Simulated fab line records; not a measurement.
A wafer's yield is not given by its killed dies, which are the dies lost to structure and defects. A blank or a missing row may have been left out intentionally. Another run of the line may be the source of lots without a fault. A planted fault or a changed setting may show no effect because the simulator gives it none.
Matching of chambers ; flow n5 finfet ; N5_MOL_CONTACT_COAG_ETCH_105 on rie diel-06: 4 sister chambers
The step etches SiARC in CF4, target depth 15.6 nm, time 26 s. 20 wafers are shown with their chamber, then 10 later ones without.

== WAFERS, EACH WITH ITS CHAMBER ==
wafer;chamber;drypump motor current A (A);showerhead plenum p Torr (Torr);throttle valve pct (%)
L074.1;0;4.9;2.11;15.53
L074.2;3;5.8;2.15;15.80
L074.3;1;5.2;2.16;15.49
L078.1;3;5.8;2.14;15.84
L078.5;3;5.8;2.14;15.83
L078.6;0;4.9;2.10;15.56
L081.1;1;5.2;2.15;15.50
L081.3;2;6.6;2.20;15.82
L081.5;1;5.1;2.15;15.50
L085.2;3;5.8;2.14;15.85
L085.3;0;4.9;2.10;15.58
L085.4;1;5.1;2.15;15.53
L086.1;0;4.9;2.10;15.58
L086.3;2;6.6;2.20;15.84
L086.4;3;5.8;2.14;15.85
L087.2;1;5.2;2.15;15.52
L087.3;0;4.9;2.10;15.60
L087.5;0;4.9;2.10;15.61
L090.1;0;4.9;2.10;15.61
L090.5;0;4.9;2.10;15.60

SIGNATURES (means of the wafers above)
reading;chamber 0;chamber 1;chamber 2;chamber 3;scatter within a chamber
drypump motor current A;4.900;5.160;6.600;5.800;0.0274
showerhead plenum p Torr;2.1013;2.1520;2.2000;2.1420;0.00393
throttle valve pct;15.5838;15.5080;15.8300;15.8340;0.0229
Rule: a wafer lies at a distance from a chamber equal to the root of the sum of squares, over the readings, of (its reading less the chamber's mean, divided by the reading's scatter). The wafer belongs to the nearest chamber; if the next one is less than 2 further off, it can't be placed. The scatter: the root of (the sum of the squares of (reading less its chamber's mean) over the shown wafers, divided by (wafers less chambers)).

== WAFERS WHOSE CHAMBER IS MISSING ==
wafer;drypump motor current A (A);showerhead plenum p Torr (Torr);throttle valve pct (%)
L090.6;5.8;2.14;15.87
L093.3;6.6;2.20;15.87
L093.5;5.1;2.15;15.55
L093.6;4.9;2.09;15.63
L094.2;5.8;2.13;15.91
L094.5;4.9;2.09;15.63
L094.6;5.2;2.15;15.55
L097.1;6.6;2.19;15.88
L097.2;5.2;2.14;15.56
L097.6;4.9;2.09;15.63

== THE CHAMBER EACH PASSED THROUGH ==
wafer;from the rows above;in truth
L090.6;3;3
L093.3;2;2
L093.5;1;1
L093.6;0;0
L094.2;3;3
L094.5;0;0
L094.6;1;1
L097.1;2;2
L097.2;1;1
L097.6;0;0
Correct placement for 10 of the 10. Not placeable from these rows: 0. Wrongly placed: 0.
